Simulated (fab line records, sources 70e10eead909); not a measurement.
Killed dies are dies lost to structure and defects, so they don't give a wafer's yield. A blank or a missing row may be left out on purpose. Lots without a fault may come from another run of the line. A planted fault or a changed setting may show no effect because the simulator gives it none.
A struck lot beside a sound one | flow nand_harc | 14 steps out of a route of 1302
Sound: wafers L645.2, L645.3, L645.5. Struck: wafers L655.1, L655.5, L655.6. The cause comes at the end.
At each step with rows: each side's tool, then ch and its chambers, then its first start. Under that, the readings that differ: sound wafers | struck wafers | difference of the means | sigmas: that difference in standard deviations of wafers without a fault.
alike: readings whose means differ by less than 2 such deviations, and words and numbers that are the same on both sides. not compared: withheld readings, readings that some wafer has no value for, bounds like >300 that may hide the same value, and numbers for which the record gives no deviation and whose values overlap.
The two part at a step that has a row with sigmas, a row that says differs or no value, or rows on one side only. Numbers that don't overlap but have no deviation are shown without sigmas and don't part them. A reading that every wafer of one side lacks parts them only if that side has two wafers or more.

NHARC_P_START_INSPECT_01:
  sound on defect_inspect-02, day 3 22:02; struck on defect_inspect-02, day 8 02:02
  alike: raw_defect_count
then, 7 steps without rows for these wafers: NHARC_P_ZERO_WELL_PRECLEAN_00 (cleans in SPM, time 600 s); NHARC_P_ZERO_WELL_SRD_01; NHARC_P_ZERO_WELL_PECVD_02 (deposits SiO2, target thk 10 nm); NHARC_P_ZERO_WELL_DEHYDRATE_03 (time 120 s); NHARC_P_ZERO_WELL_HMDS_04 (time 30 s); NHARC_P_ZERO_WELL_COAT_64 (time 65 s); NHARC_P_ZERO_WELL_COAT_05 (resist thk 600 nm).
NHARC_P_ZERO_WELL_SOFTBAKE_06: time 70 s.
  sound on litho_track-03 ch 0, day 3 22:00; struck on litho_track-03 ch 0, day 8 02:00
  reading                  | sound             | struck            | difference | sigmas
  heater_power_total_W (W) | 199.4 200.8 202.5 | 208.7 206.6 207.1 | +6.6       | +5
then, 4 steps without rows for these wafers: NHARC_P_ZERO_WELL_EBR_07; NHARC_P_ZERO_WELL_EXPOSE_08 (exposes mask P ZERO, target cd 500 nm); NHARC_P_ZERO_WELL_PEB_09 (peb time 80 s); NHARC_P_ZERO_WELL_DEVELOP_10 (time 50 s).
NHARC_P_ZERO_WELL_CD_MEAS_11: target cd 500 nm.
  sound on cd_sem-01 ch 0, day 4 09:14; struck on cd_sem-02 ch 0
  reading    | sound             | struck            | difference | sigmas
  cd_nm (nm) | 498.8 499.6 499.6 | 508.1 509.1 509.5 | +9.6       | +6
  not compared: hold

WHERE THEY PART
First at NHARC_P_ZERO_WELL_SOFTBAKE_06; last, within this record, at NHARC_P_ZERO_WELL_CD_MEAS_11.

WHY: what the simulator had put in
Process parameter drift: litho_track-03, from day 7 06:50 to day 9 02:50, at NHARC_P_ZERO_WELL_SOFTBAKE_06. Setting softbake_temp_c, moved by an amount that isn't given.
